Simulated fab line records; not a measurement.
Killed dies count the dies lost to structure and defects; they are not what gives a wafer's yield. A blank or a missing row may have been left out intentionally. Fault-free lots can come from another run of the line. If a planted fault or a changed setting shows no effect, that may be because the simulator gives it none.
fab line records	flow n5Finfet
[record] lots = 7	wafers = 20	lastDay = 17
route steps=1938 shown BEOL_M9@1445 BEOL_M15@1830 PASSIVATION@1936
lots that met no fault: from a run of the same line without faults
startH: hours from the record's opening day to when the first of the lot's shown wafers began	waitH: hours from the lot's prior step to this one	" as in the row above	L1.1+2: a single row standing in for several wafers	- no value present, or no start provided	* or withheld: withheld	< > ~ a bound
route shown NAME@n: NAME is a module with steps in the file, n the number in the route of the first one	usual: mean/standard deviation taken from wafers without a fault	same: alike in all rows	chamber/n: place in a boat	sites: per-site readings	_std_site: standard deviation of those values	_edge_site: outer sites' mean less inner sites'	radiusMm: for every site, how far away it sits from the centre of the wafer	mask NAME#n: copy n	behind: the most recent tool/chamber to have shaped the wafer	hold: the reason the lot was held/the length of the hold in hours/how it ended	device: whichever transistor did not switch (one of n, p or np)	end of line: tests of these same wafers at the route's end	a step with no rows: only its recipe	killed: not the wafer's yield, but the dies lost to structure and defects at the first sort	map: a wafer's dies, x killed, . not, _ none there
set.NAME: the setting the step ran with; set.NAME@STEP: the setting that earlier step ran with	model.NAME: the simulator's own value behind a step, which no gauge read
a sample of lots followed through the steps of the route, with each step as a table and each wafer as a row
services: the hour from which a tool's chamber was out of use, counted from the record's first day as startH (under 0 if before that day), plus the number of hours and why
[[steps]]
[step N5_BEOL_M9_STRIP_36]
[recipe] chemistry = N2/H2	powerW = 450	tempC = 40	pressureMtorr = 20	rfFrequencyHz = 6e+07	overashFraction = 0.3	biasPowerW = 7	h2Frac = 0.5	n2FlowSccm = 200	h2FlowSccm = 200
[usual] drypumpMotorCurrentA = 5.6/0.48	oesProductAu = 0.75/0.056	rfVppV = 59.3/1.5	showerheadPlenumPTorr = 2.56/0.11	tempC = 40.01/0.11	throttleValvePct = 23.77/0.28
lot.wafer	tool	chamber	startH	waitH	drypumpMotorCurrentA	oesProductAu	rfHoursCounterH	rfVppV	showerheadPlenumPTorr	tempC	throttleValvePct
L415.2	rieDiel-02	0	240.35	0.0	5.3	0.71	187	57.9	2.54	40.20	24.19
L415.5	"	0	"	"	5.3	0.73	-	58.2	2.54	40.13	24.13
L415.6	"	3	"	"	5.6	0.83	-	57.1	2.66	40.11	23.42
L417.1	rieDiel-03	3	243.24	0.0	5.9	0.76	126	59.0	2.66	39.90	23.75
L417.3	"	1	"	"	5.2	0.73	173	60.4	2.52	40.02	24.00
L417.4	"	2	"	"	6.4	0.73	175	59.2	2.64	39.95	23.60
L416.1	rieDiel-02	2	250.56	0.0	6.1	0.76	132	58.7	2.33	40.09	23.91
L416.5	"	3	"	"	5.7	0.83	-	58.8	2.66	39.96	23.42
L416.6	"	2	"	"	6.1	0.76	-	56.2	2.33	40.03	23.91
L427.1	rieDiel-02	1	300.10	0.0	4.9	0.67	239	58.6	2.39	40.08	23.19
L427.4	"	0	"	"	5.3	0.71	206	60.3	2.53	40.09	24.18
L432.1	rieDiel-01	2	333.11	0.0	4.8	0.86	64	59.4	2.68	39.92	23.64
L432.4	"	3	"	"	5.2	0.75	200	58.1	2.51	40.03	23.92
L432.6	"	3	"	"	5.2	0.74	-	57.8	2.51	39.97	23.90
L434.1	rieDiel-03	3	356.76	0.0	5.8	0.72	160	59.8	2.65	40.12	23.79
L434.3	"	2	"	"	6.5	0.70	213	57.6	2.63	39.96	23.62
L434.5	"	2	"	"	6.5	0.70	-	59.7	2.63	40.11	23.63
L435.3	rieDiel-01	2	357.98	0.0	4.8	0.84	67	60.5	2.68	39.82	23.66
L435.4	"	0	"	"	6.2	0.68	237	58.1	2.62	39.90	23.96
L435.6	"	1	"	"	5.8	0.81	-	60.5	2.69	40.02	24.13
[step N5_BEOL_M9_TRENCH_ETCH_37]
[recipe] chemistry = C4F6/O2	targetDepthA = 1514.3	target = SiCOH_lowk	timeS = 49	ionEnergyEv = 250	pressureMtorr = 30	sourceW = 345	biasW = 185	Ar_flow_sccm = 300	C4F6_flow_sccm = 10	O2_flow_sccm = 10
[usual] O2_flow_sccm = 10.000/0.029	drypumpMotorCurrentA = 5.6/0.48	oes_o_777_au = 0.74/0.054	oesProductAu = 0.74/0.056	rfVppV = 663/13	showerheadPlenumPTorr = 2.87/0.11	throttleValvePct = 21.09/0.2
lot.wafer	tool	chamber	startH	waitH	O2_flow_sccm	drypumpMotorCurrentA	oes_o_777_au	oesProductAu	rfHoursCounterH	rfVppV	showerheadPlenumPTorr	throttleValvePct
L415.2	rieDiel-02	0	240.39	-	9.995	5.3	0.71	0.72	187	664	2.85	21.28
L415.5	"	0	"	"	9.963	5.3	0.71	0.72	-	663	2.85	21.30
L415.6	"	3	"	"	10.035	5.6	0.81	0.83	-	664	3.02	21.01
L417.1	rieDiel-03	3	243.28	-	10.003	5.9	0.73	0.76	126	682	2.96	21.01
L417.3	"	1	"	"	9.977	5.2	0.72	0.72	173	643	2.85	21.27
L417.4	"	2	"	"	10.012	6.5	0.71	0.73	175	684	2.95	20.77
L416.1	rieDiel-02	2	250.60	-	9.975	6.1	0.77	0.77	132	661	2.64	21.30
L416.5	"	3	"	"	10.016	5.6	0.80	0.83	-	666	3.01	21.01
L416.6	"	2	"	"	10.025	6.1	0.78	0.76	-	663	2.64	21.29
L427.1	rieDiel-02	1	300.14	-	9.973	4.9	0.69	0.68	239	665	2.71	20.73
L427.4	"	0	"	"	10.009	5.3	0.70	0.69	206	664	2.84	21.32
L432.1	rieDiel-01	2	333.15	-	10.002	4.8	0.85	0.86	64	655	3.00	20.93
L432.4	"	3	"	"	9.975	5.2	0.74	0.73	200	654	2.84	21.34
L432.6	"	3	"	"	10.017	5.2	0.74	0.73	-	654	2.84	21.31
L434.1	rieDiel-03	3	356.80	-	9.954	5.9	0.71	0.72	160	683	2.95	21.05
L434.3	"	2	"	"	9.983	6.4	0.68	0.70	214	684	2.93	20.85
L434.5	"	2	"	"	10.011	6.4	0.69	0.70	-	683	2.93	20.82
L435.3	rieDiel-01	2	358.02	-	10.015	4.8	0.85	0.85	67	655	3.00	20.94
L435.4	"	0	"	"	10.008	6.2	0.68	0.68	237	660	2.91	21.07
L435.6	"	1	"	"	10.029	5.8	0.80	0.79	-	671	2.96	21.07
[step N5_BEOL_M9_OCD_MEAS_38]
[usual] trenchDepthNm = 150.1/2.5
lot.wafer	tool	chamber	startH	waitH	trenchDepthNm
L415.2	ocd-01	-	240.57	-	148.9
L415.5	"	-	"	"	149.0
L415.6	"	-	"	"	149.3
L417.1	ocd-01	-	243.46	-	150.2
L417.3	"	-	"	"	150.1
L417.4	"	-	"	"	150.6
L416.1	ocd-01	-	250.77	-	154.1
L416.5	"	-	"	"	150.6
L416.6	"	-	"	"	151.6
L427.1	ocd-01	-	300.31	-	119.9
L427.4	"	-	"	"	121.6
L432.1	ocd-02	-	333.33	-	156.6
L432.4	"	-	"	"	154.8
L432.6	"	-	"	"	155.7
L434.1	ocd-02	-	356.97	-	147.8
L434.3	"	-	"	"	149.6
L434.5	"	-	"	"	150.0
L435.3	ocd-01	-	358.21	-	153.8
L435.4	"	-	"	"	148.5
L435.6	"	-	"	"	150.2
[step N5_BEOL_M9_CD_MEAS_35]
[recipe] targetCdNm = 70	targetCdYNm = 40	polarity = opening
[usual] cdNm = 69.9/0.58
lot.wafer	tool	chamber	startH	waitH	cdNm
L415.2	cdSem-02	-	240.73	0.0	71.0
L415.5	"	-	"	"	71.0
L415.6	"	-	"	"	70.9
L417.1	cdSem-02	-	243.61	0.0	70.3
L417.3	"	-	"	"	69.7
L417.4	"	-	"	"	70.1
L416.1	cdSem-02	-	250.93	0.0	71.3
L416.5	"	-	"	"	69.8
L416.6	"	-	"	"	71.2
L427.1	cdSem-02	-	300.46	0.0	69.3
L427.4	"	-	"	"	69.8
L432.1	cdSem-02	-	333.48	0.0	68.9
L432.4	"	-	"	"	69.4
L432.6	"	-	"	"	69.8
L434.1	cdSem-02	-	357.22	0.0	70.0
L434.3	"	-	"	"	70.1
L434.5	"	-	"	"	70.1
L435.3	cdSem-01	-	358.37	0.0	70.1
L435.4	"	-	"	"	69.3
L435.6	"	-	"	"	70.0
[step N5_BEOL_M9_CURE_72]
[recipe] tempC = 370	timeS = 120	ambient = DMADMS/He	material = SiCOH_lowk
[usual] lampPowerPct = 52.30/0.058	wafer_temp_C_max = 372.1/0.84
lot.wafer	tool	chamber	startH	waitH	lampPowerPct	wafer_temp_C_max
L415.2	uvCure-02	2	240.82	0.1	52.34	372.2
L415.5	"	2	"	"	52.28	371.7
L415.6	"	2	"	"	52.38	372.1
L417.1	uvCure-03	0	243.65	0.0	52.32	371.2
L417.3	"	0	"	"	52.28	371.2
L417.4	"	0	"	"	52.25	371.4
L416.1	uvCure-02	1	250.97	0.0	52.20	372.1
L416.5	"	1	"	"	52.32	371.5
L416.6	"	1	"	"	52.31	371.6
L427.1	uvCure-01	0	300.89	0.4	52.22	372.3
L427.4	"	0	"	"	52.32	372.3
L432.1	uvCure-03	2	333.52	0.0	52.34	371.4
L432.4	"	2	"	"	52.24	371.3
L432.6	"	2	"	"	52.38	371.2
L434.1	uvCure-03	1	357.26	0.0	52.32	372.4
L434.3	"	1	"	"	52.28	372.3
L434.5	"	1	"	"	52.30	372.4
L435.3	uvCure-03	1	358.51	0.1	52.34	372.5
L435.4	"	1	"	"	52.24	372.9
L435.6	"	1	"	"	52.22	372.7
[step N5_BEOL_M9_THK_MEAS_53]
[recipe] thkMeasGauge = xrf	reads = Cu_of_BEOL_M9_ECD_50
[usual] M9_THK = 140.9/2.9
lot.wafer	tool	chamber	startH	waitH	M9_THK[nm]
L415.2	filmMetro-02	-	244.48	-	140.4
L415.5	"	-	"	"	140.3
L415.6	"	-	"	"	139.7
L417.1	filmMetro-02	-	246.43	-	142.2
L417.3	"	-	"	"	142.7
L417.4	"	-	"	"	141.4
L416.1	filmMetro-01	-	253.02	-	148.2
L416.5	"	-	"	"	144.5
L416.6	"	-	"	"	144.2
L427.1	filmMetro-01	-	303.08	-	110.5
L427.4	"	-	"	"	113.3
L432.1	filmMetro-02	-	336.45	-	147.5
L432.4	"	-	"	"	146.6
L432.6	"	-	"	"	145.3
L434.1	filmMetro-01	-	359.66	-	140.4
L434.3	"	-	"	"	140.8
L434.5	"	-	"	"	141.4
L435.3	filmMetro-02	-	361.12	-	145.7
L435.4	"	-	"	"	140.9
L435.6	"	-	"	"	141.0
[step N5_BEOL_M9_RS_MEAS_57]
[recipe] thkMeasGauge = four-point-probe	reads = Cu_of_BEOL_M9_ECD_50+Co_of_BEOL_M9_CVD_78+TaN_of_BEOL_M9_ALD_74
[usual] M9_RS = 0.153/0.0032
lot.wafer	tool	chamber	startH	waitH	M9_RS[ohm/sq]
L415.2	filmMetro-01	-	244.61	0.1	0.153
L415.5	"	-	"	"	0.153
L415.6	"	-	"	"	0.153
L417.1	filmMetro-02	-	246.57	0.1	0.152
L417.3	"	-	"	"	0.151
L417.4	"	-	"	"	0.152
L416.1	filmMetro-01	-	253.15	0.1	0.146
L416.5	"	-	"	"	0.151
L416.6	"	-	"	"	0.151
L427.1	filmMetro-01	-	303.22	0.1	0.202
L427.4	"	-	"	"	0.196
L432.1	filmMetro-01	-	336.59	0.1	0.145
L432.4	"	-	"	"	0.146
L432.6	"	-	"	"	0.147
L434.1	filmMetro-01	-	359.80	0.1	0.155
L434.3	"	-	"	"	0.153
L434.5	"	-	"	"	0.153
L435.3	filmMetro-01	-	361.25	0.1	0.148
L435.4	"	-	"	"	0.153
L435.6	"	-	"	"	0.153
[step N5_BEOL_M15_RC_MEAS_101]
[usual] COMB_M10 = 1.4e-11/3.2e-12	COMB_M11 = 1.4e-11/3.4e-12	COMB_M12 = 5.8e-12/1.5e-12	COMB_M13 = 4.4e-12/1.2e-12	COMB_M14 = 3.2e-12/8.9e-13	COMB_M15 = 2.1e-12/8.9e-13	COMB_M5 = 3.7e-11/7.6e-12	COMB_M6 = 2.5e-11/4.9e-12	COMB_M7 = 2.5e-11/5.3e-12	COMB_M8 = 2.5e-11/5.3e-12	SERP_M10 = 3.03/0.083	SERP_M10_max_site = 3.12/0.084	SERP_M11 = 3.12/0.077	SERP_M12 = 0.638/0.016	SERP_M13 = 0.313/0.0067	SERP_M13_max_site = 0.316/0.007	SERP_M14 = 0.160/0.0033	SERP_M5 = 38.8/1.5	SERP_M6 = 13.9/0.56	SERP_M7 = 14.0/0.51	SERP_M8 = 13.9/0.51	SERP_M9 = 3.10/0.073	SERP_M9_max_site = 3.19/0.085
lot.wafer	tool	chamber	startH	waitH	COMB_M10[S/m]	COMB_M11[S/m]	COMB_M12[S/m]	COMB_M13[S/m]	COMB_M14[S/m]	COMB_M15[S/m]	COMB_M5[S/m]	COMB_M6[S/m]	COMB_M7[S/m]	COMB_M8[S/m]	SERP_M10[ohm/um]	SERP_M10_max_site[ohm/um]	SERP_M11[ohm/um]	SERP_M12[ohm/um]	SERP_M13[ohm/um]	SERP_M13_max_site[ohm/um]	SERP_M14[ohm/um]	SERP_M5[ohm/um]	SERP_M6[ohm/um]	SERP_M7[ohm/um]	SERP_M8[ohm/um]	SERP_M9[ohm/um]	SERP_M9_max_site[ohm/um]
L415.2	prober-02	0	302.66	0.2	2.2e-11	1.1e-11	6.4e-12	4.1e-12	4.4e-12	2.3e-12	4.1e-11	1.5e-11	3.4e-11	2.3e-11	3.00	3.12	3.15	0.643	0.310	0.314	0.157	39.9	13.5	15.3	13.5	3.05	3.08
L415.5	"	0	"	"	1.7e-11	1.2e-11	7.6e-12	4.4e-12	4.1e-12	2.7e-12	3.8e-11	1.8e-11	3.4e-11	2.9e-11	3.00	3.07	3.23	0.631	0.313	0.316	0.157	38.3	14.8	14.3	14.1	3.04	3.11
L415.6	"	0	"	"	1.9e-11	1.8e-11	8.2e-12	4.7e-12	4.7e-12	2.6e-12	3.5e-11	2e-11	3.9e-11	2.5e-11	3.05	3.10	3.20	0.662	0.314	0.318	0.160	39.6	13.9	14.0	13.7	3.05	3.09
L417.1	prober-01	0	303.00	0.4	1.5e-11	1e-11	4.7e-12	2.5e-12	2.8e-12	1.3e-12	5e-11	2e-11	2.8e-11	2.2e-11	3.12	3.23	3.10	0.654	0.327	0.330	0.156	42.3	13.2	13.6	14.9	3.06	3.13
L417.3	"	0	"	"	1.5e-11	1.1e-11	6.1e-12	2.9e-12	2.9e-12	2.1e-12	4.6e-11	2.9e-11	3.8e-11	2.9e-11	3.06	3.15	3.12	0.639	0.309	0.313	0.155	41.1	14.1	14.9	13.9	3.04	3.21
L417.4	"	0	"	"	1.3e-11	1.5e-11	4e-12	2.7e-12	3.1e-12	1.3e-12	3.1e-11	1.8e-11	2.2e-11	2.6e-11	3.26	3.32	3.01	0.637	0.317	0.322	0.163	43.3	13.9	15.0	13.5	3.05	3.21
L416.1	prober-02	0	307.47	0.0	1.2e-11	1.2e-11	8.9e-12	5.1e-12	3.5e-12	2.9e-12	3.7e-11	2.4e-11	2e-11	1.8e-11	2.89	2.98	3.15	0.639	0.315	0.318	0.163	39.6	14.1	13.6	13.8	2.93	3.01
L416.5	"	0	"	"	1.7e-11	1.1e-11	7.3e-12	5.7e-12	5.7e-12	3.3e-12	4.5e-11	2.1e-11	2.2e-11	2.2e-11	3.01	3.15	3.12	0.637	0.314	0.316	0.162	38.7	13.4	14.2	13.8	3.06	3.14
L416.6	"	0	"	"	1.4e-11	1e-11	1e-11	5.3e-12	3.8e-12	3.2e-12	3.3e-11	2.1e-11	2.4e-11	3e-11	2.91	3.03	3.06	0.644	0.314	0.317	0.159	40.0	13.6	14.1	14.4	3.02	3.12
L427.1	prober-01	0	345.35	0.0	1.6e-11	1.3e-11	5.1e-12	3.2e-12	1.2e-12	1.8e-12	3.9e-11	2.3e-11	2.7e-11	2e-11	3.00	3.16	2.93	0.638	0.312	0.314	0.158	38.1	13.8	13.8	14.0	4.11	4.27
L427.4	"	0	"	"	1.9e-11	1e-11	6.3e-12	4e-12	1.9e-12	1.3e-12	3.8e-11	2.1e-11	2.4e-11	2.2e-11	2.93	3.01	2.89	0.624	0.319	0.322	0.156	37.0	13.2	14.7	13.2	4.00	4.12
L432.1	prober-02	0	376.03	0.0	9e-12	1.1e-11	6.2e-12	6.1e-12	3.7e-12	3.4e-12	4.7e-11	1.9e-11	2.2e-11	2.2e-11	2.93	2.97	3.16	0.623	0.320	0.322	0.158	37.9	14.5	13.6	13.5	3.01	3.09
L432.4	"	0	"	"	1.2e-11	1.2e-11	6.2e-12	7.2e-12	3e-12	3.5e-12	5.3e-11	3.5e-11	2.3e-11	2.6e-11	3.07	3.21	3.21	0.658	0.318	0.321	0.163	38.0	13.6	14.3	14.6	3.02	3.07
L432.6	"	0	"	"	1.5e-11	1.7e-11	8.3e-12	5e-12	4e-12	2.9e-12	4.5e-11	2.9e-11	2.3e-11	3.4e-11	3.08	3.17	3.21	0.655	0.318	0.320	0.161	39.0	13.7	14.7	14.4	3.00	3.06
L434.1	prober-02	0	395.48	0.0	1.1e-11	1.9e-11	5.6e-12	3.9e-12	4.4e-12	4e-12	4.5e-11	2e-11	2.5e-11	2.5e-11	2.95	2.98	3.19	0.619	0.309	0.312	0.161	39.1	13.6	14.5	14.2	3.12	3.18
L434.3	"	0	"	"	1.4e-11	1.9e-11	6.4e-12	3.8e-12	4e-12	2.6e-12	5.3e-11	2.5e-11	2.3e-11	2.1e-11	2.99	3.07	3.06	0.633	0.308	0.313	0.158	39.1	14.5	13.4	14.0	3.10	3.22
L434.5	"	0	"	"	1.9e-11	1.3e-11	6.1e-12	5.7e-12	3.6e-12	2e-12	4.2e-11	2.6e-11	3.6e-11	2.5e-11	2.90	2.95	2.97	0.621	0.307	0.311	0.159	38.7	13.4	14.2	14.0	3.11	3.20
L435.3	prober-02	0	400.88	0.3	1.3e-11	1.6e-11	4.9e-12	4.9e-12	3.2e-12	2.2e-12	3e-11	2.8e-11	2.1e-11	2e-11	2.85	3.11	3.13	0.625	0.311	0.313	0.159	41.0	13.4	14.2	14.4	3.00	3.08
L435.4	"	0	"	"	1.2e-11	1.4e-11	5e-12	4.8e-12	5.5e-12	2.7e-12	2.9e-11	2.3e-11	2.6e-11	2.1e-11	2.94	3.04	3.19	0.607	0.312	0.315	0.165	38.4	13.9	14.6	13.7	3.16	3.25
L435.6	"	0	"	"	1.3e-11	1.3e-11	4.7e-12	4.5e-12	3.3e-12	2.4e-12	3.4e-11	3.1e-11	2.1e-11	2.8e-11	2.96	3.01	3.00	0.607	0.315	0.317	0.159	41.2	13.3	12.8	13.9	3.09	3.15
// sites SERP_M9 radiusMm=0,75,75,75,75,140,140,140,140
L415.2 3.05 3.08 3.02 3.05 3.08 3.08 2.94 3.02 2.98
L417.1 2.97 3.01 2.99 3.03 3.06 3.13 3.12 3.09 3.12
L416.1 3.00 2.99 2.93 2.96 3.01 2.82 2.77 2.78 2.80
L427.1 4.24 4.20 4.20 4.11 4.27 3.95 4.03 3.95 4.11
L432.1 2.96 2.99 2.97 3.01 2.98 3.07 3.03 3.09 3.03
L434.1 3.06 3.10 3.07 3.05 3.12 3.13 3.18 3.13 3.12
L435.3 2.92 2.95 3.00 2.96 2.93 3.01 3.01 3.08 3.01
[step N5_PASSIVATION_PROBE_49]
[usual] defectLimitedYield = 91.6/1.2	killed_at_M0_to_M3 = 33/9.4	killed_at_M4_up = 13/5.2	killedAtContacts = 13/5.6	killedAtFrontEnd = 37/9.5	killedAtOther = 4/3.1	killedDies = 99/15	killedOpen = 65/11	killedShort = 32/7.5	sort_bin_5_function = 4.9/0.77	sort_bin_6_memory = 3.1/0.65	sortNPass = 1081/15	sortYieldPct = 91.6/1.2
[same] grossDies = 1180	killedAtBackSide = 0	sort_bin_4_leakage[%] = 0	sort_bin_8_speed[%] = 0
lot.wafer	tool	chamber	startH	waitH	defectLimitedYield[%]	killed_at_M0_to_M3	killed_at_M4_up	killedAtContacts	killedAtFrontEnd	killedAtOther	killedDies	killedOpen	killedShort	sort_bin_5_function[%]	sort_bin_6_memory[%]	sortNPass	sortYieldPct[%]
L417.1	prober-01	-	316.16	0.0	93.2	16	12	21	31	0	80	54	26	4.4	2.1	1100	93.2
L417.3	prober-01	-	316.26	0.1	91.9	24	7	26	38	1	96	69	24	5.3	2.5	1084	91.9
L417.4	prober-01	-	316.31	0.2	93.2	22	10	14	33	1	80	59	21	3.9	2.7	1100	93.2
L434.1	prober-01	-	408.84	0.0	90.2	29	14	18	53	2	116	83	33	6.1	3.6	1064	90.2
L434.3	prober-01	-	408.94	0.1	92.1	22	4	5	54	8	93	61	32	5.0	2.7	1087	92.1
L434.5	prober-01	-	409.04	0.2	92.0	34	17	12	22	9	94	60	34	4.7	2.8	1086	92.0
// killed by level:class
L417.1 MOL_CONTACT_COAG:geometricParticle:open=15 BEOL_M2:geometricParticle:open=8 STI_FIN_REVEAL:geometricParticle:open=7 MOL_CONTACT_COAG:geometricParticle:short=6 DUMMY_GATE:geometricParticle:open=5 FIN_SAQP:geometricParticle:open=3 BEOL_M4:geometricParticle:open=3 BEOL_M6:geometricParticle:open=3
L417.3 MOL_CONTACT_COAG:geometricParticle:open=23 BEOL_M2:geometricParticle:open=7 FIN_SAQP:geometricParticle:open=6 FIN_SAQP:geometricParticle:short=6 BEOL_M0_SAQP:geometricParticle:short=6 BEOL_M0_SAQP:geometricParticle:open=6 DUMMY_GATE:geometricParticle:open=5 GATE_CUT:geometricParticle:open=5
L417.4 MOL_CONTACT_COAG:geometricParticle:open=12 STI_FIN_REVEAL:geometricParticle:open=8 BEOL_M2:geometricParticle:open=8 FIN_SAQP:geometricParticle:open=7 BEOL_M0_SAQP:geometricParticle:open=7 DUMMY_GATE:geometricParticle:open=4 STI_FIN_REVEAL:geometricParticle:short=3 GATE_CUT:geometricParticle:short=3
L434.1 MOL_CONTACT_COAG:geometricParticle:open=16 STI_FIN_REVEAL:geometricParticle:open=15 BEOL_M2:geometricParticle:open=13 FIN_SAQP:geometricParticle:open=8 BEOL_M4:geometricParticle:open=8 BEOL_M0_SAQP:geometricParticle:short=7 FIN_SAQP:geometricParticle:short=5 STI_FIN_REVEAL:geometricParticle:short=5
L434.3 FIN_SAQP:geometricParticle:open=18 FIN_SAQP:geometricParticle:short=9 BEOL_M2:geometricParticle:open=7 STI_FIN_REVEAL:geometricParticle:open=6 BEOL_M0_SAQP:geometricParticle:short=6 STARTING-WAFER:geometricParticle:short=6 MOL_CONTACT_COAG:geometricParticle:open=5 BEOL_M1:geometricParticle:open=5
L434.5 BEOL_M4:geometricParticle:open=11 BEOL_M0_SAQP:geometricParticle:short=11 MOL_CONTACT_COAG:geometricParticle:open=8 BEOL_M3:geometricParticle:open=7 STI_FIN_REVEAL:geometricParticle:open=5 PASS1_CAP:geometricParticle:open=5 DUMMY_GATE:geometricParticle:open=4 MOL_CONTACT_COAG:geometricParticle:short=4
[[services]]
tool	chamber	startH	hours	kind
uvCure-02	-	221.68	7.5	pm
uvCure-01	-	233.12	2.1	pm
uvCure-02	-	242.01	0.8	repair
rieDiel-01	-	250.99	1.8	repair
rieDiel-02	2	286.38	3.2	repair
uvCure-02	-	289.93	16.1	repair
rieDiel-03	3	322.36	15.4	repair
uvCure-01	-	326.29	0.4	repair
rieDiel-02	1	334.87	-	clean
rieDiel-02	1	334.87	-	consumableReplace:focusRing
rieDiel-02	1	334.87	-	consumableReplace:showerhead
rieDiel-02	1	334.87	27.6	scheduledDown
rieDiel-02	1	334.87	27.6	ventCycle
uvCure-01	-	337.44	0.4	repair
rieDiel-03	1	337.77	14.5	repair
rieDiel-01	-	341.60	14.6	pm
uvCure-02	-	351.75	2.1	pm
[[key]]
[firstSign] step = N5_BEOL_M9_OCD_MEAS_38	reading = trenchDepthNm	direction = down	sigmas = 12	usual = 150.1	struck = 120.7
[effect] step = N5_BEOL_M9_THK_MEAS_53	reading = M9_THK	direction = down	sigmas = 10	usual = 140.9	struck = 111.9
[effect] step = N5_BEOL_M9_RS_MEAS_57	reading = M9_RS	direction = up	sigmas = 14	usual = 0.153	struck = 0.199
[effect] step = N5_BEOL_M15_RC_MEAS_101	reading = SERP_M9	direction = up	sigmas = 13	usual = 3.10	struck = 4.06
metAt N5_BEOL_M9_TRENCH_ETCH_37
struckLots L427
struckWafers L427.1,L427.4
notActingAt N5_BEOL_M9_STRIP_36,N5_BEOL_M9_CD_MEAS_35,N5_BEOL_M9_CURE_72
onsetBetween 250.60 300.14
[fault] kind = processParameterDrift	tool = rieDiel-02	chamber = -	onsetH = 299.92	steps = N5_BEOL_M9_TRENCH_ETCH_37	channel = targetDepthA	offset = -273.26	shape = step	endH = 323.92	scope = struckWafersOnly	actsIn = theseRecipesOnly	stated = 1514.3
